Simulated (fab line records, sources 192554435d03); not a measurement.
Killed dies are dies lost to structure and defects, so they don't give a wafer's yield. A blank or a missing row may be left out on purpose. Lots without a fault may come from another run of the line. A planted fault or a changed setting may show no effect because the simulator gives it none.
Split-lot experiment | flow n5_finfet | 7 lots, 21 wafers read, on a route of 1938 steps

THE SPLIT
At N5_BEOL_M1_ETCH_74 (etches underlayer in N2/H2, target depth 6.5 nm, time 5.2 s), the setting bias_w was moved away from the recipe's 150 W on 9 of the 21 wafers read, by -13.9% to +16.4%. The other wafers ran this setting at the recipe's value.

The reading is taken at the split's own step.

THE READING
rf_vpp_V, in V, at N5_BEOL_M1_ETCH_74 (etches underlayer in N2/H2, target depth 6.5 nm, time 5.2 s). Fault-free wafers of this fab line usually give 523.6 V, standard deviation 2.8 V.

wafer  | tool, chamber at the split | bias_w as run, W | against the recipe | rf_vpp_V, V | against lot-mates on the recipe
L075.1 | rie_diel-06, 0             | 174.6            | +16.4%             | 576.4       | +54.1
L075.3 | rie_diel-06, 1             | 150              | recipe             | 522.3       | -
L075.5 | rie_diel-06, 1             | 174.6            | +16.4%             | 573.7       | +51.4
L081.1 | rie_diel-05, 3             | 150              | recipe             | 519.8       | -
L081.2 | rie_diel-05, 1             | 150              | recipe             | 524.7       | -
L081.5 | rie_diel-05, 0             | 138.1            | -7.9%              | 502.4       | -19.9
L085.1 | rie_diel-05, 3             | 150              | recipe             | 522.2       | -
L085.2 | rie_diel-05, 2             | 150              | recipe             | 522.8       | -
L085.5 | rie_diel-05, 1             | 150              | recipe             | 520.1       | -
L086.2 | rie_diel-06, 2             | 150              | recipe             | 522.1       | -
L086.3 | rie_diel-06, 3             | 150              | recipe             | 519.2       | -
L086.5 | rie_diel-06, 0             | 150              | recipe             | 524.8       | -
L090.1 | rie_diel-01, 2             | 150              | recipe             | 521.9       | -
L090.3 | rie_diel-01, 1             | 150              | recipe             | 525.2       | -
L090.5 | rie_diel-01, 2             | 133.1            | -11.3%             | 484.1       | -39.4
L093.2 | rie_diel-05, 2             | 150              | recipe             | 522.7       | -
L093.4 | rie_diel-05, 0             | 129.1            | -13.9%             | 480.6       | -42.1
L093.6 | rie_diel-05, 1             | 129.1            | -13.9%             | 477.8       | -44.9
L096.1 | rie_diel-01, 2             | 141.5            | -5.7%              | 503.1       | no lot-mate on the recipe
L096.2 | rie_diel-01, 3             | 141.5            | -5.7%              | 506.6       | no lot-mate on the recipe
L096.3 | rie_diel-01, 1             | 141.5            | -5.7%              | 505.7       | no lot-mate on the recipe

THE FIT
A straight line over all 21 wafers: rf_vpp_V changes by +3.15 V for each +1% of bias_w; r = +1.00; the points scatter about the line by 2.2 V.
The same after taking each lot's own level away (the mean of its wafers on the recipe; 18 wafers): +3.18 V for each +1%; r = +1.00; scatter 2.3 V.
On that fit, the largest move of bias_w shifts the reading by 52 V.
The lots' own levels span 521.70 to 523.55 V, that is 0.7 times the standard deviation above.
So the lot-to-lot level changes the slope little: the two slopes agree.
Check: with one of the wafers moved furthest among these (+16.4%) left out of the fit, the line predicts +51.6 V for it against its lot-mates. It came out at +54.1 V against them.
Tool readings at the split's step, against how far the setting was moved: rf_vpp_V r = +1.00.

OTHER SPLITS ON THESE WAFERS
These wafers also went through other splits before the reading. Each is held against what the fit with the lots' levels taken away leaves over:
other split on the same wafers       | wafers away from the commonest value | r with rf_vpp_V (lot level and that fit taken away)
N5_MOL_CONTACT_COAG_DESCUM_45 time_s | 7                                    | +0.20
N5_BEOL_M1_COAT_62 spin_rpm          | 4                                    | +0.23

THE FILE'S OWN FIT
rf_vpp_V changes by +3.17 V for each +1% of bias_w, r = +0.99.
